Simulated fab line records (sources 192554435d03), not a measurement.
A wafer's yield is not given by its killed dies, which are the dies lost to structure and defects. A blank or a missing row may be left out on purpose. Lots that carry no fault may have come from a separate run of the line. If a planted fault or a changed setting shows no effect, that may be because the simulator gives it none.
Chamber matching	flow n5Finfet	N5_BEOL_M0_SAQP_ETCH_101 on rieDiel-03: 4 sister chambers
The step etches SiNx in CH3F/O2, target depth 29.9 nm, time 42.7 s. 4 wafers are shown with their chamber, then 12 later ones without.

== WAFERS, EACH WITH ITS CHAMBER ==
wafer	chamber	showerheadPlenumPTorr (Torr)
L087.5	3	1.96
L088.2	2	2.06
L088.4	1	1.91
L088.5	0	2.07

== WAFERS WITHOUT THEIR CHAMBER ==
wafer	showerheadPlenumPTorr (Torr)
L090.3	2.05
L090.4	1.91
L090.6	1.91
L091.1	1.96
L091.5	2.05
L091.6	1.96
L092.1	2.07
L092.3	1.95
L092.4	1.90
L094.2	1.90
L094.4	2.07
L094.5	2.07

== WHICH CHAMBER EACH WENT THROUGH ==
wafer	from the rows above	in truth
L090.3	can't be placed: 2 or 0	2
L090.4	1	1
L090.6	1	1
L091.1	3	3
L091.5	can't be placed: 2 or 0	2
L091.6	3	3
L092.1	can't be placed: 0 or 2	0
L092.3	3	3
L092.4	1	1
L094.2	1	1
L094.4	can't be placed: 0 or 2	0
L094.5	can't be placed: 0 or 2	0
Placed correctly: 7 of 12. Not placeable from these rows: 5 (in 5, the candidates include the true chamber). 0 placed wrongly.
How it was worked out, from the rows above alone: a wafer's distance from a chamber is the root of the sum, over the readings, of the square of ((its reading less the chamber's mean) divided by the reading's scatter). If the next closest chamber is less than 2 further off than the closest, the wafer can't be placed; otherwise it belongs to the closest. For every chamber, the mean is computed from those of its wafers that are shown. The scatter (one wafer shown for each chamber): square how far every hidden wafer sits from the nearest shown wafer, average those squares and take the square root.
